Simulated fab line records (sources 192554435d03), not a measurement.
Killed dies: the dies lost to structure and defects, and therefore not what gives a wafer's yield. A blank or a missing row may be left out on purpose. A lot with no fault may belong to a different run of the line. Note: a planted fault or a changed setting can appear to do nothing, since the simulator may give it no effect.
What tool caused it?	flow n5Finfet	Sampling: 9 lots, 27 wafers, 7 of 1938 route steps

== WHAT EACH GAUGE READ, for each wafer ==
N5_WELL_APT_OVL_MEAS_09.
lot	measured	on	NWELL_OVL (nm)
L723	day 1 19:43	overlay-01	8 3 2
L725	day 2 07:52	overlay-02	1 3 -2
L729	day 3 07:50	overlay-01	0 -2 3
L730	day 3 13:40	overlay-02	-1 4 -4
L731	day 3 19:43	overlay-02	-6 0 2
L732	day 4 01:50	overlay-01	2 -6 8
L741	day 6 07:43	overlay-01	-10 5 -8
L742	day 6 13:35	overlay-02	-4 3 4
L744	day 7 01:43	overlay-02	3 4 2

N5_WELL_APT_INSPECT_38: inspects for defects (darkfield).
lot	measured	on	rawDefectCount
L723	day 1 23:32	defectInspect-01	11 14 4
L725	day 2 11:06	defectInspect-01	9 5 12
L729	day 3 11:34	defectInspect-02	448 516 442
L730	day 3 16:38	defectInspect-02	14 13 20
L731	day 3 23:22	defectInspect-02	463 460 492
L732	day 4 05:29	defectInspect-01	513 466 462
L741	day 6 10:35	defectInspect-01	20 14 12
L742	day 6 16:35	defectInspect-02	12 11 10
L744	day 7 05:15	defectInspect-02	15 15 16

N5_PMOS_HMC_CHANNEL_EPI_INSPECT_11: inspects for defects (macro).
lot	measured	on	rawDefectCount
L723	day 2 00:03	defectInspect-01	1 5 6
L725	day 2 11:35	defectInspect-01	2 1 1
L729	day 3 11:57	defectInspect-01	>300 >300 >300
L730	day 3 17:00	defectInspect-02	2 3 3
L731	day 3 23:44	defectInspect-01	>300 >300 >300
L732	day 4 05:59	defectInspect-01	>300 >300 >300
L741	day 6 11:06	defectInspect-02	1 4 3
L742	day 6 17:05	defectInspect-01	0 5 2
L744	day 7 05:46	defectInspect-01	2 1 3

N5_BEOL_M4_RC_MEAS_101.
lot	measured	on	DIBL_N (mV/V)	DIBL_P (mV/V)	IOFF_N (nA/um)	IOFF_P (nA/um)	ION_N (uA/um)	ION_P (uA/um)	SS_N (mV/dec)	SS_P (mV/dec)	VT_N (mV)	VT_P (mV)
L723	day 9 01:53	prober-02	35.0 35.1 36.2	34.2 34.4 36.1	0.11 0.12 0.13	0.14 0.14 0.16	661 658 669	445 444 453	72.1 71.0 71.8	72.7 72.9 73.5	258 254 252	-259 -256 -258
L725	day 10 10:39	prober-02	38.1 36.1 35.0	37.8 36.1 33.9	0.20 0.16 0.15	0.23 0.20 0.17	685 676 665	463 459 453	71.4 71.4 71.7	73.6 73.3 72.9	241 251 251	-249 -253 -254
L729	day 11 06:08	prober-01	35.6 35.2 37.1	33.8 34.4 36.4	0.12 0.12 0.16	0.16 0.16 0.20	663 653 662	451 453 452	71.1 70.9 71.8	72.4 73.9 73.0	253 254 251	-256 -254 -253
L730	day 11 08:01	prober-02	34.0 34.2 32.9	33.2 32.6 32.8	0.12 0.12 0.11	0.19 0.17 0.17	650 660 665	452 453 458	71.2 71.1 71.4	72.7 72.7 72.7	255 257 254	-251 -255 -254
L731	day 12 13:13	prober-02	33.7 35.4 32.5	33.8 35.8 33.3	0.13 0.15 0.12	0.17 0.20 0.17	657 668 651	458 461 450	71.4 71.9 71.5	72.4 73.1 72.8	254 248 256	-252 -252 -252
L732	day 13 00:28	prober-01	33.1 33.8 32.3	33.0 33.7 31.0	0.11 0.12 0.10	0.17 0.17 0.14	663 661 658	455 454 449	70.5 71.3 70.5	72.5 73.3 73.1	251 250 255	-254 -253 -256
L741	day 14 19:54	prober-01	37.3 36.7 38.7	36.5 35.3 39.4	0.17 0.15 0.21	0.20 0.18 0.25	679 665 686	457 451 462	71.4 72.2 72.4	73.6 72.7 73.9	247 250 243	-251 -253 -251
L742	day 14 10:26	prober-02	35.0 35.7 36.2	34.7 34.8 35.4	0.14 0.15 0.14	0.19 0.18 0.19	672 666 658	460 452 449	71.3 72.6 71.9	73.9 74.2 73.3	254 251 256	-254 -253 -252
L744	day 14 21:43	prober-02	33.1 34.7 34.6	33.5 35.8 37.0	0.11 0.13 0.14	0.13 0.16 0.17	662 666 665	444 443 449	70.6 71.6 71.9	72.9 73.6 74.3	259 255 252	-262 -262 -259

== WHICH TOOL RAN EACH LOT (tool, then ch and the chambers of the sampled wafers, then the start) ==
lot	N5_ZERO_LAYER_ETCH_18	N5_WELL_APT_DESCUM_13	N5_WELL_APT_STRIP_33
L723	rieSi-01 ch 0,1,2, day 1 18:55	rieDiel-01 ch 1,2, day 1 20:07	wetBench-06 ch 2,6,7, day 1 21:53
L725	rieSi-01 ch 1,2,3, day 2 07:04	rieDiel-04 ch 0,3, day 2 07:55	wetBench-05 ch 1,3,5, day 2 09:57
L729	rieSi-01 ch 0,1,3, day 3 06:55	rieDiel-04 ch 0,1,3, day 3 07:57	wetBench-05 ch 5,6,7, day 3 09:59
L730	rieSi-01 ch 0,3, day 3 12:52	rieDiel-01 ch 1,2, day 3 13:43	wetBench-06 ch 3,4,6, day 3 15:29
L731	rieSi-05 ch 0,1,3, day 3 18:55	rieDiel-01 ch 0,1,2, day 3 19:46	wetBench-05 ch 2,4,6, day 3 21:24
L732	rieSi-02 ch 0,1, day 4 00:47	rieDiel-04 ch 0,3, day 4 02:20	wetBench-05 ch 1,2,7, day 4 04:04
L741	rieSi-01 ch 0,1,3, day 6 06:55	rieDiel-01 ch 0,1,3, day 6 07:46	wetBench-06 ch 0,3,5, day 6 09:24
L742	rieSi-02 ch 1,2, day 6 12:47	rieDiel-06 ch 2,3, day 6 13:39	wetBench-06 ch 0,6,7, day 6 15:24
L744	rieSi-01 ch 0,1,3, day 7 00:47	rieDiel-04 ch 0,2, day 7 01:46	wetBench-05 ch 1,3,4, day 7 03:36
- N5_ZERO_LAYER_ETCH_18: etches Si in HBr/Cl2, target depth 120 nm, time 40 s.
- N5_WELL_APT_DESCUM_13: chemistry O2, time 7.9 s.
- N5_WELL_APT_STRIP_33: strips in SPM, time 900 s.

== WHAT THE TOOLS THEMSELVES READ (means of the sampled wafers that have a number; where no wafer has one, the mark that the record gives instead) ==
N5_ZERO_LAYER_ETCH_18.
lot	tool	drypumpMotorCurrentA (A)	oesProductAu (a.u.)	throttleValvePct (%)
L723	rieSi-01	5.5	0.994	36.3
L725	rieSi-01	5.3	1.018	36.1
L729	rieSi-01	5.8	0.998	36.2
L730	rieSi-01	5.9	0.983	36.2
L731	rieSi-05	5.6	1.010	36.3
L732	rieSi-02	5.5	1.019	36.3
L741	rieSi-01	5.8	0.995	36.2
L742	rieSi-02	5.6	1.023	35.9
L744	rieSi-01	5.8	0.996	36.2

N5_WELL_APT_DESCUM_13.
lot	tool	drypumpMotorCurrentA (A)	oesProductAu (a.u.)	rfVppV (V)	showerheadPlenumPTorr (Torr)	throttleValvePct (%)
L723	rieDiel-01	5.7	0.88	244.4	2.21	20.14
L725	rieDiel-04	5.9	0.70	244.7	2.17	20.43
L729	rieDiel-04	6.0	0.71	244.9	2.18	20.58
L730	rieDiel-01	5.7	0.85	245.2	2.20	20.16
L731	rieDiel-01	5.7	0.77	243.8	2.12	20.22
L732	rieDiel-04	5.7	0.69	244.6	2.18	20.49
L741	rieDiel-01	5.5	0.87	244.4	2.18	20.16
L742	rieDiel-06	5.4	0.69	243.5	2.10	20.29
L744	rieDiel-04	6.0	0.81	242.9	2.11	20.39

== THE ANSWER, worked out from the rows above alone ==
Rule: the usual values come from the lots themselves. The widest of any qualifying gaps counts: lots, ordered by their means at a reading, are off when they make up no more than a third of the lots, leave a main group of 4 or more, and stand apart from it by 3 or more times the standard deviation of that group's means. A main group is skipped when, at the precision printed for the reading in the tables above, its means are all equal. A lot without any number at a reading at which 4 lots or more have one is off too. All remaining lots with rows at the step are treated as sound. After the gauges, taken in route order, come the tools' own readings; for these a lot's mean is taken, as printed above. The first step at which some lot is off is used, and at that step the reading that is off furthest; a lot without a number counts as furthest.
Off: L729, L731, L732 (N5_WELL_APT_INSPECT_38, rawDefectCount). Main group: mean 13, sd 2.9.
If a tool, at a process step before that reading, ran all the lots that are off and no sound lot after the first of them, it fits. Gauges at N5_WELL_APT_INSPECT_38: tried the same way as those tools. Not one of the candidates tried fits.

== WHAT THE SIMULATOR HAD PUT IN ==
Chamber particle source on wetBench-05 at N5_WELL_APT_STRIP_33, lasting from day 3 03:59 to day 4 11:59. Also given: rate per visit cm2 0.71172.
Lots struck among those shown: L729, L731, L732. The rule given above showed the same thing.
